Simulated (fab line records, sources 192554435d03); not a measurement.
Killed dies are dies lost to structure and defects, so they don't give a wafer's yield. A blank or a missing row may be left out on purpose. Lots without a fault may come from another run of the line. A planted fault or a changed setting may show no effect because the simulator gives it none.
Split-lot experiment | flow n5_finfet | 7 lots, 39 wafers read, on a route of 1938 steps

THE SPLIT
At N5_FIN_SAQP_PECVD_06 (deposits a-Si from SiH4/He, target thk 60 nm, time 48.1 s), the setting time_s was moved away from the recipe's 48.1 s on 9 of the 39 wafers read, by -57.7% to +25.5%. The other wafers ran this setting at the recipe's value.

FROM THE SPLIT TO THE READING: what the file shows between them, 5 steps
- N5_FIN_SAQP_THK_MEAS_07
- N5_FIN_SAQP_HM_DEP_72: deposits SiO2 from SiH4/N2O, target thk 12 nm, time 7.2 s
- N5_FIN_SAQP_COAT_49: time 60 s, resist thk 100 nm
- N5_FIN_SAQP_HM_OPEN_73: chemistry CHF3/O2, target SiO2, stops on a-Si, target depth 12 nm, time 16.8 s
- N5_FIN_SAQP_STRIP_74: strips in CHF3/O2

THE READING
oes_product_au, in a.u., at N5_FIN_SAQP_MANDREL_ETCH_22 (etches a-Si in HBr/Cl2, stops on SiNx, target depth 60 nm, bt time 10 s, time 30 s). Fault-free wafers of this fab line usually give 0.766 a.u., standard deviation 0.012 a.u..

wafer  | tool, chamber at the split | time_s as run, s | against the recipe | oes_product_au, a.u. | against lot-mates on the recipe
L074.1 | pecvd-02, 0                | 48.1             | recipe             | 0.762                | -
L074.2 | pecvd-02, 1                | 48.1             | recipe             | 0.751                | -
L074.3 | pecvd-02, 2                | 48.1             | recipe             | 0.782                | -
L074.4 | pecvd-02, 0                | 48.1             | recipe             | 0.755                | -
L074.5 | pecvd-02, 1                | 48.1             | recipe             | 0.771                | -
L074.6 | pecvd-02, 2                | 48.1             | recipe             | 0.768                | -
L075.1 | pecvd-04, 0                | 20.35            | -57.7%             | 0.494                | -0.278
L075.2 | pecvd-04, 2                | 48.1             | recipe             | 0.784                | -
L075.3 | pecvd-04, 1                | 48.1             | recipe             | 0.780                | -
L075.4 | pecvd-04, 0                | 48.1             | recipe             | 0.753                | -
L075.5 | pecvd-04, 1                | 20.35            | -57.7%             | 0.518                | -0.254
L075.6 | pecvd-04, 2                | 20.35            | -57.7%             | 0.518                | -0.254
L080.1 | pecvd-02, 0                | 60.37            | +25.5%             | 0.888                | +0.132
L080.2 | pecvd-02, 2                | 60.37            | +25.5%             | 0.862                | +0.106
L080.3 | pecvd-02, 1                | 48.1             | recipe             | 0.749                | -
L080.4 | pecvd-02, 0                | 60.37            | +25.5%             | 0.899                | +0.143
L080.5 | pecvd-02, 2                | 48.1             | recipe             | 0.762                | -
L080.6 | pecvd-02, 1                | 48.1             | recipe             | 0.758                | -
L085.1 | pecvd-02, 2                | 48.1             | recipe             | 0.759                | -
L085.2 | pecvd-02, 0                | 48.1             | recipe             | 0.761                | -
L085.3 | pecvd-02, 1                | 48.1             | recipe             | 0.770                | -
L085.4 | pecvd-02, 2                | 48.1             | recipe             | 0.778                | -
L085.5 | pecvd-02, 0                | 48.1             | recipe             | 0.774                | -
L085.6 | pecvd-02, 1                | 48.1             | recipe             | 0.758                | -
L089.1 | pecvd-01, 2                | 30.02            | -37.6%             | 0.590                | -0.176
L089.2 | pecvd-01, 0                | 30.02            | -37.6%             | 0.582                | -0.184
L089.3 | pecvd-01, 1                | 48.1             | recipe             | 0.759                | -
L089.4 | pecvd-01, 1                | 48.1             | recipe             | 0.762                | -
L089.5 | pecvd-01, 0                | 30.02            | -37.6%             | 0.592                | -0.174
L089.6 | pecvd-01, 2                | 48.1             | recipe             | 0.777                | -
L090.1 | pecvd-01, 1                | 48.1             | recipe             | 0.757                | -
L090.2 | pecvd-01, 2                | 48.1             | recipe             | 0.755                | -
L090.3 | pecvd-01, 0                | 48.1             | recipe             | 0.759                | -
L090.4 | pecvd-01, 2                | 48.1             | recipe             | 0.768                | -
L090.5 | pecvd-01, 1                | 48.1             | recipe             | 0.764                | -
L090.6 | pecvd-01, 0                | 48.1             | recipe             | 0.757                | -
L093.2 | pecvd-04, 1                | 48.1             | recipe             | 0.767                | -
L093.3 | pecvd-04, 0                | 48.1             | recipe             | 0.761                | -
L093.6 | pecvd-04, 0                | 48.1             | recipe             | 0.768                | -

THE FIT
A straight line over all 39 wafers: oes_product_au changes by +0.00451 a.u. for each +1% of time_s; r = +0.99; the points scatter about the line by 0.01 a.u..
The same after taking each lot's own level away (the mean of its wafers on the recipe; 39 wafers): +0.00466 a.u. for each +1%; r = +0.99; scatter 0.0097 a.u..
On that fit, the largest move of time_s shifts the reading by 0.27 a.u..
The lots' own levels span 0.7563 to 0.7723 a.u., that is 1.3 times the standard deviation above.
So the lot-to-lot level changes the slope little: the two slopes agree.
Check: with one of the wafers moved furthest among these (-57.7%) left out of the fit, the line predicts -0.265 a.u. for it against its lot-mates. It came out at -0.278 a.u. against them.

OTHER SPLITS ON THESE WAFERS
These wafers also went through other splits before the reading. Each is held against what the fit with the lots' levels taken away leaves over:
other split on the same wafers          | wafers away from the commonest value | r with oes_product_au (lot level and that fit taken away)
N5_ZERO_LAYER_DEVELOP_10 develop_time_s | 18                                   | +0.04

THE WHOLE CHAIN: every reading that the file lists as answering this split, in the file's order
step                            | what it does                                                                       | reading                                                                           | change (the file's fit)                   | r (the file's)
N5_FIN_SAQP_PECVD_06            | deposits a-Si from SiH4/He, target thk 60 nm, time 48.1 s                          | a-Si_of_FIN_SAQP_PECVD_06.thk_nm (the simulator's own value, which no gauge read) | +0.605 nm for each +1% of the setting     | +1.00
N5_FIN_SAQP_THK_MEAS_07         |                                                                                    | thk_nm                                                                            | withheld for each +1% of the setting      | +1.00
N5_FIN_SAQP_MANDREL_ETCH_22     | etches a-Si in HBr/Cl2, stops on SiNx, target depth 60 nm, bt time 10 s, time 30 s | oes_product_au                                                                    | +0.00465 a.u. for each +1% of the setting | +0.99
N5_FIN_SAQP_MANDREL_ETCH_22     | etches a-Si in HBr/Cl2, stops on SiNx, target depth 60 nm, bt time 10 s, time 30 s | etch.depth_nm (the simulator's own value, which no gauge read)                    | +0.605 nm for each +1% of the setting     | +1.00
N5_FIN_SAQP_SPACER1_ETCHBACK_25 | etches SiO2 in CHF3/O2, target depth 24.4 nm, time 12.2 s                          | a-Si_of_FIN_SAQP_PECVD_06.thk_nm (the simulator's own value, which no gauge read) | +0.606 nm for each +1% of the setting     | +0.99

THE FILE'S OWN FIT
oes_product_au changes by +0.00465 a.u. for each +1% of time_s, r = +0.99.
